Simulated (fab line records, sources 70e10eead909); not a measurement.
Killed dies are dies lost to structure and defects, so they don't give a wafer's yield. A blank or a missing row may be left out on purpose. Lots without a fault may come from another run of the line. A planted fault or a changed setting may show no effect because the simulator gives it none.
Which tool did it? | flow nand_harc | 11 lots, 33 wafers sampled, at 4 steps of a route of 1159

WHAT THE GAUGES READ, wafer by wafer
NHARC_P_ZERO_WELL_CD_MEAS_37: target cd 720 nm.
lot  | measured    | on        | cd_nm (nm)
L507 | day 1 16:14 | cd_sem-01 | 720.4 721.2 719.6
L508 | day 1 22:10 | cd_sem-02 | 720.0 721.3 720.1
L510 | day 2 10:16 | cd_sem-03 | 721.6 720.0 718.2
L511 | day 2 16:18 | cd_sem-02 | 719.4 719.6 718.4
L515 | day 3 16:22 | cd_sem-01 | 740.8 741.2 741.1
L520 | day 4 21:51 | cd_sem-02 | 720.3 717.9 719.0
L524 | day 5 22:10 | cd_sem-01 | 721.9 720.1 719.9
L526 | day 6 10:06 | cd_sem-01 | 720.8 719.1 718.4
L527 | day 6 16:35 | cd_sem-02 | 719.4 719.8 718.7
L528 | day 6 22:14 | cd_sem-02 | 721.1 719.3 720.6
L529 | day 7 04:02 | cd_sem-03 | 718.7 721.4 720.1

WHICH TOOL RAN EACH LOT (tool, then ch and the chambers of the sampled wafers, then the start)
lot  | NHARC_P_ZERO_WELL_ETCH_65         | NHARC_P_ZERO_WELL_ETCH_62                    | NHARC_P_ZERO_WELL_EXPOSE_34
L507 | rie_diel-02 ch 0,2,3, day 1 13:29 | rie_diel-02 ch 1,2, day 1 16:04 or earlier   | krf_scanner-03 ch 0, day 1 16:04
L508 | rie_diel-01 ch 0,3, day 1 19:31   | rie_diel-01 ch 0,1,2, day 1 22:01 or earlier | krf_scanner-03 ch 0, day 1 22:01
L510 | rie_diel-13 ch 0,2,3, day 2 07:29 | rie_diel-13 ch 0,1,2, day 2 10:07 or earlier | krf_scanner-03 ch 0, day 2 10:07
L511 | rie_diel-13 ch 0,2,3, day 2 13:37 | rie_diel-13 ch 0,3, day 2 16:09 or earlier   | krf_scanner-01 ch 0, day 2 16:09
L515 | rie_diel-02 ch 2,3, day 3 13:36   | rie_diel-02 ch 1,2,3, day 3 16:12 or earlier | krf_scanner-03 ch 0, day 3 16:12
L520 | rie_diel-01 ch 0,2,3, day 4 19:22 | rie_diel-01 ch 1,2,3, day 4 21:42 or earlier | krf_scanner-03 ch 0, day 4 21:42
L524 | rie_diel-02 ch 1,3, day 5 19:31   | rie_diel-02 ch 0,1, day 5 22:01 or earlier   | krf_scanner-03 ch 0, day 5 22:01
L526 | rie_diel-02 ch 1,2, day 6 07:29   | rie_diel-02 ch 1,3, day 6 09:56 or earlier   | krf_scanner-03 ch 0, day 6 09:56
L527 | rie_diel-13 ch 2,3, day 6 13:47   | rie_diel-13 ch 0,2,3, day 6 16:25 or earlier | krf_scanner-04 ch 0, day 6 16:25
L528 | rie_diel-13 ch 0,2,3, day 6 19:29 | rie_diel-13 ch 0,2,3, day 6 22:05 or earlier | krf_scanner-01 ch 0, day 6 22:05
L529 | rie_diel-02 ch 2,3, day 7 01:32   | rie_diel-02 ch 0,1,2, day 7 03:53 or earlier | krf_scanner-01 ch 0, day 7 03:53
- NHARC_P_ZERO_WELL_ETCH_65: etches the open film in N2/H2, target depth 80 nm, overetch 24 nm, time 87.88 s.
- NHARC_P_ZERO_WELL_ETCH_62: etches the open film in CHF3/Ar, target depth 13 nm, time 6.5 s.
- NHARC_P_ZERO_WELL_EXPOSE_34: exposes mask P PWELL, target cd 720 nm.

WHAT THE TOOLS THEMSELVES READ (means of the sampled wafers that have a number; where no wafer has one, the mark that the record gives instead)
NHARC_P_ZERO_WELL_ETCH_65.
lot  | tool        | drypump_motor_current_A (A) | h2_flow_sccm (sccm) | oes_product_au (a.u.) | rf_vpp_V (V) | showerhead_plenum_p_Torr (Torr) | throttle_valve_pct (%)
L507 | rie_diel-02 | 5.6                         | 149.9               | 1.006                 | 429.6        | 2.02                            | 14.179
L508 | rie_diel-01 | 6.2                         | 149.8               | 1.007                 | 433.0        | 2.14                            | 14.175
L510 | rie_diel-13 | 5.9                         | 150.0               | 1.007                 | 430.2        | 2.03                            | 14.166
L511 | rie_diel-13 | 5.9                         | 150.0               | 1.006                 | 429.2        | 2.03                            | 14.175
L515 | rie_diel-02 | 5.7                         | 150.1               | 1.001                 | 430.8        | 2.04                            | 14.168
L520 | rie_diel-01 | 6.2                         | 150.1               | 1.005                 | 431.9        | 2.09                            | 14.161
L524 | rie_diel-02 | 5.3                         | 150.3               | 0.999                 | 428.7        | 1.96                            | 14.174
L526 | rie_diel-02 | 5.7                         | 150.5               | 0.995                 | 430.1        | 2.06                            | 14.162
L527 | rie_diel-13 | 5.7                         | 149.9               | 0.998                 | 430.6        | 2.05                            | 14.178
L528 | rie_diel-13 | 5.9                         | 150.0               | 1.014                 | 430.9        | 2.03                            | 14.168
L529 | rie_diel-02 | 5.4                         | 149.9               | 1.006                 | 428.9        | 1.98                            | 14.179

NHARC_P_ZERO_WELL_ETCH_62.
lot  | tool        | chf3_flow_sccm (sccm) | drypump_motor_current_A (A) | oes_product_au (a.u.) | rf_vpp_V (V) | showerhead_plenum_p_Torr (Torr) | throttle_valve_pct (%)
L507 | rie_diel-02 | 50.03                 | 5.8                         | 0.964                 | 371.7        | 2.39                            | 20.216
L508 | rie_diel-01 | 49.99                 | 6.5                         | 0.923                 | 371.6        | 2.38                            | 20.211
L510 | rie_diel-13 | 50.05                 | 6.2                         | 0.921                 | 370.4        | 2.33                            | 20.212
L511 | rie_diel-13 | 49.87                 | 5.8                         | 0.973                 | 369.6        | 2.28                            | 20.216
L515 | rie_diel-02 | 49.95                 | 5.5                         | 0.958                 | 370.8        | 2.33                            | 20.221
L520 | rie_diel-01 | 49.86                 | 6.0                         | 0.978                 | 370.7        | 2.34                            | 20.219
L524 | rie_diel-02 | 49.93                 | 5.7                         | 0.974                 | 371.2        | 2.34                            | 20.215
L526 | rie_diel-02 | 49.86                 | 5.4                         | 0.963                 | 370.0        | 2.31                            | 20.221
L527 | rie_diel-13 | 50.06                 | 5.9                         | 0.936                 | 370.3        | 2.33                            | 20.232
L528 | rie_diel-13 | 50.07                 | 5.9                         | 0.975                 | 370.8        | 2.33                            | 20.215
L529 | rie_diel-02 | 50.03                 | 5.7                         | 0.948                 | 370.9        | 2.37                            | 20.215

THE ANSWER, worked out from the rows above alone
Rule: what is usual is taken from the lots themselves. Put in order of their means at a reading, lots are off if they are a third of the lots or fewer, leave a main group of 4 or more, and stand apart from it by a gap of 3 or more times the standard deviation of the main group's means; of several such gaps the widest counts. A main group whose means are all the same, to the digits that the tables above print for the reading, isn't used. A lot without any number at a reading at which 4 lots or more have one is off too. The other lots that the step has rows for count as sound. The gauges are gone through in route order, then the tools' own readings, and for those a lot's mean is taken as printed above. The first step at which some lot is off is used, and at that step the reading that is off furthest; a lot without a number counts as furthest.
Off: L515, at NHARC_P_ZERO_WELL_CD_MEAS_37 (cd_nm). The main group: mean 719.9 nm, standard deviation 0.56.
A tool fits if, at a process step before that reading, it ran every lot that is off, and no sound lot after the first of them. The gauges at NHARC_P_ZERO_WELL_CD_MEAS_37 are tried like those tools. NHARC_P_ZERO_WELL_ETCH_62 gives no start for some lots, so the hours and the order of its lots are those of NHARC_P_ZERO_WELL_EXPOSE_34. None of those tried fits.

WHAT THE SIMULATOR HAD PUT IN
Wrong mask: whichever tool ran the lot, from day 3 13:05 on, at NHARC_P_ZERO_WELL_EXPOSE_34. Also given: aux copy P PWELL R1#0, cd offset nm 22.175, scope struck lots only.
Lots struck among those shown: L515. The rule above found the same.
